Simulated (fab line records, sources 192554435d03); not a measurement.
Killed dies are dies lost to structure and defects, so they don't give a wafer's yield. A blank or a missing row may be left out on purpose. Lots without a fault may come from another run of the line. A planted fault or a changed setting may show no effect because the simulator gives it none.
Problem report in the 8D (eight disciplines) form, filled by code | flow n5_finfet | the parts of the form that need people (team, actions taken, sign-off) are left out

1. THE PROBLEM
spin_speed_rpm at N5_BEOL_M8_COAT_22 reads a mean of 1382.3 rpm on 6 wafers of 2 lots; wafers without a fault read 1500.0 rpm with a standard deviation of 1.2. That is -98 standard deviations from the usual mean.
The step: resist thk 30 nm.
First seen on wafer L246.2, day 13 15:20, on litho_track-03. The record holds 12 wafers of 4 lots with a number at this step. Rule for "out", or "out of limits": more than 4 standard deviations from the usual mean. The other wafers with a number count as sound.

2. WHAT IT IS AND WHAT IT IS NOT
question                    | is                     | is not
which readings at this step | spin_speed_rpm         | -
which lots                  | L246, L247             | L241, L250
which wafers of those lots  | all that have a number | -
read on which tools         | litho_track-03         | litho_track-04
when                        | from day 13 15:20      | up to then (3 sound wafers); but 3 sound wafers of L250 came after

3. SUSPECTS, AND WHAT RULES EACH OUT
Counting: a tool at a process step up to the reading stays a suspect if it ran every lot that is out and no sound lot after the first of them.
- litho_track-03 at N5_BEOL_M8_COAT_22 (resist thk 30 nm): kept. It ran every lot that is out, first L246 (day 13 15:20), and no sound lot after that; its last sound lot up to then is L241 (day 12 16:23). Its own readings are out on those wafers: spin_speed_rpm.
Left after counting: litho_track-03 at N5_BEOL_M8_COAT_22.

4. THE CAUSE (what the simulator had put in)
Process parameter drift: litho_track-03, from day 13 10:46 on, at N5_BEOL_M8_COAT_22. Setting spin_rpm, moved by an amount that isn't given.
Counting left only this tool.

5. THE CHAIN OF EFFECTS, in route order
Each row: a reading whose mean over the struck wafers that have a number lies more than 3 standard deviations from the usual. Only readings for which the record gives a usual standard deviation are gone through. hours: the time from each lot's start at the first step in this table that gives one to its start at this step, as a median over the lots. sigmas: the change in usual standard deviations.
hours | step               | reading        | usual      | on struck wafers | change | sigmas
0     | N5_BEOL_M8_COAT_22 | spin_speed_rpm | 1500.0 rpm | 1382.3           | -117.7 | -98
The process steps in it:
- N5_BEOL_M8_COAT_22: resist thk 30 nm.

6. WHAT WOULD HAVE CAUGHT IT SOONER
In this record the first reading out of limits was taken at day 13 15:20, 5 hours after the fault began at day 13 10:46.
